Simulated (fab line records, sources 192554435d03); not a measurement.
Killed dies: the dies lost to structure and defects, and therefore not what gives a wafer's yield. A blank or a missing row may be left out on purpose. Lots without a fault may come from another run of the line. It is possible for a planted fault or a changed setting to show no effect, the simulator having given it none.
Lot-split experiment / flow n5Finfet / on a route of 1938 steps: 7 lots, 21 wafers read

== ON THE SPLIT ==
At N5_BEOL_M6_COAT_60 (time 60 s, resist thk 35 nm), the setting spinRpm was moved away from the recipe's 1500 rpm on 7 of the 21 wafers read, by -7.1% to +9.9%. The other wafers ran this setting at the recipe's value.

== FROM THE SPLIT TO THE READING: what the file shows between them, 3 steps ==
- N5_BEOL_M6_COAT_05: resist thk 90 nm
- N5_BEOL_M6_EBR_07
- N5_BEOL_M6_DESCUM_16: chemistry O2, time 7.9 s

== THE READING ==
etch.depthNm (the simulator's own value, which no gauge read), in nm, at N5_BEOL_M6_ETCH_61 (etches SiARC in CF4, target depth 45.5 nm, time 75.8 s). The file gives no usual value for it. The 14 wafers here that ran the recipe average 35.00 nm, standard deviation 0.097 nm.

wafer=L075.2; tool, chamber at the split=lithoTrack-02, 0; spinRpm as run, rpm=1500; against the recipe=recipe; etch.depthNm, nm=35.18; against lot-mates on the recipe=-
wafer=L075.3; tool, chamber at the split=lithoTrack-02, 0; spinRpm as run, rpm=1406; against the recipe=-6.3%; etch.depthNm, nm=36.16; against lot-mates on the recipe=+0.98
wafer=L075.6; tool, chamber at the split=lithoTrack-02, 0; spinRpm as run, rpm=1406; against the recipe=-6.3%; etch.depthNm, nm=36.3; against lot-mates on the recipe=+1.12
wafer=L081.2; tool, chamber at the split=lithoTrack-01, 0; spinRpm as run, rpm=1500; against the recipe=recipe; etch.depthNm, nm=35.12; against lot-mates on the recipe=-
wafer=L081.3; tool, chamber at the split=lithoTrack-01, 0; spinRpm as run, rpm=1500; against the recipe=recipe; etch.depthNm, nm=34.87; against lot-mates on the recipe=-
wafer=L081.6; tool, chamber at the split=lithoTrack-01, 0; spinRpm as run, rpm=1500; against the recipe=recipe; etch.depthNm, nm=35.01; against lot-mates on the recipe=-
wafer=L082.2; tool, chamber at the split=lithoTrack-04, 0; spinRpm as run, rpm=1500; against the recipe=recipe; etch.depthNm, nm=35.12; against lot-mates on the recipe=-
wafer=L082.5; tool, chamber at the split=lithoTrack-04, 0; spinRpm as run, rpm=1649; against the recipe=+9.9%; etch.depthNm, nm=33.58; against lot-mates on the recipe=-1.52
wafer=L082.6; tool, chamber at the split=lithoTrack-04, 0; spinRpm as run, rpm=1500; against the recipe=recipe; etch.depthNm, nm=35.08; against lot-mates on the recipe=-
wafer=L083.2; tool, chamber at the split=lithoTrack-01, 0; spinRpm as run, rpm=1414; against the recipe=-5.7%; etch.depthNm, nm=36.07; against lot-mates on the recipe=+1.05
wafer=L083.3; tool, chamber at the split=lithoTrack-01, 0; spinRpm as run, rpm=1500; against the recipe=recipe; etch.depthNm, nm=35.02; against lot-mates on the recipe=-
wafer=L083.4; tool, chamber at the split=lithoTrack-01, 0; spinRpm as run, rpm=1414; against the recipe=-5.7%; etch.depthNm, nm=36.12; against lot-mates on the recipe=+1.10
wafer=L086.2; tool, chamber at the split=lithoTrack-02, 0; spinRpm as run, rpm=1500; against the recipe=recipe; etch.depthNm, nm=35; against lot-mates on the recipe=-
wafer=L086.3; tool, chamber at the split=lithoTrack-02, 0; spinRpm as run, rpm=1500; against the recipe=recipe; etch.depthNm, nm=34.89; against lot-mates on the recipe=-
wafer=L086.6; tool, chamber at the split=lithoTrack-02, 0; spinRpm as run, rpm=1500; against the recipe=recipe; etch.depthNm, nm=34.92; against lot-mates on the recipe=-
wafer=L089.1; tool, chamber at the split=lithoTrack-01, 0; spinRpm as run, rpm=1393; against the recipe=-7.1%; etch.depthNm, nm=36.29; against lot-mates on the recipe=+1.39
wafer=L089.5; tool, chamber at the split=lithoTrack-01, 0; spinRpm as run, rpm=1500; against the recipe=recipe; etch.depthNm, nm=34.88; against lot-mates on the recipe=-
wafer=L089.6; tool, chamber at the split=lithoTrack-01, 0; spinRpm as run, rpm=1500; against the recipe=recipe; etch.depthNm, nm=34.92; against lot-mates on the recipe=-
wafer=L093.1; tool, chamber at the split=lithoTrack-02, 0; spinRpm as run, rpm=1556; against the recipe=+3.7%; etch.depthNm, nm=34.3; against lot-mates on the recipe=-0.67
wafer=L093.3; tool, chamber at the split=lithoTrack-02, 0; spinRpm as run, rpm=1500; against the recipe=recipe; etch.depthNm, nm=35.02; against lot-mates on the recipe=-
wafer=L093.4; tool, chamber at the split=lithoTrack-02, 0; spinRpm as run, rpm=1500; against the recipe=recipe; etch.depthNm, nm=34.91; against lot-mates on the recipe=-

FIT RESULTS
A straight line over all 21 wafers: etch.depthNm changes by -0.173 nm for each +1% of spinRpm; r = -0.98; the points scatter about the line by 0.12 nm.
The same after taking each lot's own level away (the mean of its wafers on the recipe; 21 wafers): -0.171 nm for each +1%; r = -0.99; scatter 0.082 nm.
On that fit, the largest move of spinRpm shifts the reading by 1.7 nm.
Measured against the standard deviation above, the lots' own levels, which go from 34.900 to 35.180 nm, span 2.9 times it.
The two slopes are in agreement: the lot-to-lot level therefore moves the slope only a little.
Check: with one of the wafers moved furthest among these (+9.9%) left out of the fit, the line predicts -1.8 nm for it against its lot-mates. Against them it came out at -1.52 nm.

== ADDITIONAL SPLITS CARRIED BY THESE WAFERS ==
Before the reading, these wafers also passed through other splits. Each is held against what the fit with the lots' levels taken away leaves over:
other split on the same wafers=N5_BEOL_M2_VIA_ETCH_34 sourceW; wafers away from the commonest value=4; r with etch.depthNm (lot level and that fit taken away)=-0.24
other split on the same wafers=N5_BEOL_M3_VIA_ETCH_34 biasW; wafers away from the commonest value=5; r with etch.depthNm (lot level and that fit taken away)=-0.10
other split on the same wafers=N5_BEOL_M3_TRENCH_ETCH_37 sourceW; wafers away from the commonest value=8; r with etch.depthNm (lot level and that fit taken away)=+0.04
other split on the same wafers=N5_BEOL_M4_ETCH_64 biasW; wafers away from the commonest value=7; r with etch.depthNm (lot level and that fit taken away)=-0.46
other split on the same wafers=N5_BEOL_M5_HM_DEP_02 targetThkA; wafers away from the commonest value=7; r with etch.depthNm (lot level and that fit taken away)=+0.13
other split on the same wafers=N5_BEOL_M5_COAT_60 spinRpm; wafers away from the commonest value=6; r with etch.depthNm (lot level and that fit taken away)=-0.21

== THE WHOLE CHAIN: every reading that the file lists as answering this split, in the file's order ==
step=N5_BEOL_M6_COAT_60; what it does=time 60 s, resist thk 35 nm; reading=SiARC_of_BEOL_M6_COAT_60.thkNm (the simulator's own value, which no gauge read); change (the file's fit)=-0.171 nm for each +1% of the setting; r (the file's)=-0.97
step=N5_BEOL_M6_ETCH_61; what it does=etches SiARC in CF4, target depth 45.5 nm, time 75.8 s; reading=CAR-ArF_of_BEOL_M6_COAT_05.thkNm (the simulator's own value, which no gauge read); change (the file's fit)=+0.156 nm for each +1% of the setting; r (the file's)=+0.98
step=N5_BEOL_M6_ETCH_61; what it does=etches SiARC in CF4, target depth 45.5 nm, time 75.8 s; reading=etch.depthNm (the simulator's own value, which no gauge read); change (the file's fit)=-0.171 nm for each +1% of the setting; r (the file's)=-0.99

== FILE'S OWN FIT ==
etch.depthNm changes by -0.171 nm for each +1% of spinRpm, r = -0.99.
